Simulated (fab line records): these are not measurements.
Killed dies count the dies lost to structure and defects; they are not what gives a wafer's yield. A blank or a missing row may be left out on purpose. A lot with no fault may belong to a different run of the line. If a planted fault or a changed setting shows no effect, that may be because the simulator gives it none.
Which tool did it? / flow n5Finfet / 45 wafers sampled from 15 lots at 1 step of a route of 1938

WHAT THE GAUGES SHOWED, per wafer
N5_BEOL_M9_CD_MEAS_11: target cd 64.1 nm.
lot=L527; measured=day 9 17:01; on=cdSem-01; cdNm (nm)=64.4 64.5 63.7
lot=L529; measured=day 10 08:29; on=cdSem-03; cdNm (nm)=63.9 63.8 63.3
lot=L530; measured=day 10 19:51; on=cdSem-03; cdNm (nm)=63.1 63.2 63.7
lot=L531; measured=day 11 02:32; on=cdSem-01; cdNm (nm)=64.5 64.5 64.3
lot=L532; measured=day 11 07:46; on=cdSem-02; cdNm (nm)=64.5 64.6 64.2
lot=L534; measured=day 11 20:55; on=cdSem-03; cdNm (nm)=64.4 65.2 64.2
lot=L535; measured=day 12 04:24; on=cdSem-02; cdNm (nm)=63.8 63.4 64.1
lot=L537; measured=day 12 11:13; on=cdSem-01; cdNm (nm)=63.8 63.8 63.3
lot=L536; measured=day 12 11:23; on=cdSem-02; cdNm (nm)=63.7 63.9 63.7
lot=L543; measured=day 13 11:07; on=cdSem-02; cdNm (nm)=63.8 63.5 63.7
lot=L542; measured=day 13 23:07; on=cdSem-03; cdNm (nm)=63.3 64.6 63.7
lot=L546; measured=day 15 01:01; on=cdSem-03; cdNm (nm)=64.0 63.4 63.9
lot=L549; measured=day 15 02:46; on=cdSem-02; cdNm (nm)=64.1 64.0 64.3
lot=L547; measured=day 15 03:29; on=cdSem-03; cdNm (nm)=63.1 63.2 63.7
lot=L548; measured=day 15 03:41; on=cdSem-02; cdNm (nm)=64.0 63.6 63.5

WHAT TOOL EACH LOT RAN ON (gives the tool, then ch and the chambers of the sampled wafers, and finally the start)
There is no process step in the record ahead of these readings.

AS READ BY THE TOOLS THEMSELVES (means over the sampled wafers that have a number; for cases with no such wafer, the mark the record gives instead)
The record holds no such reading with a usual standard deviation.

THE ANSWER, worked out from the rows above alone
Rule: usual is defined by the lots themselves. The widest of any qualifying gaps counts: lots, ordered by their means at a reading, are off when they make up no more than a third of the lots, leave a main group of 4 or more, and stand apart from it by 3 or more times the standard deviation of that group's means. Not used: any main group whose means are identical at the precision the tables above print for the reading. Also off: a lot with no number at a reading for which 4 or more lots have one. Where the step has rows for the other lots, those lots are counted as sound. Order of review: gauges by route order, followed by the tools' own readings, for which a lot's mean as printed above is used. The first step at which some lot is off is used, and at that step the reading that is off furthest; a lot without a number counts as furthest.
No lot is off at any reading shown: from this, nothing can be told.

WHAT THE SIMULATOR PUT IN
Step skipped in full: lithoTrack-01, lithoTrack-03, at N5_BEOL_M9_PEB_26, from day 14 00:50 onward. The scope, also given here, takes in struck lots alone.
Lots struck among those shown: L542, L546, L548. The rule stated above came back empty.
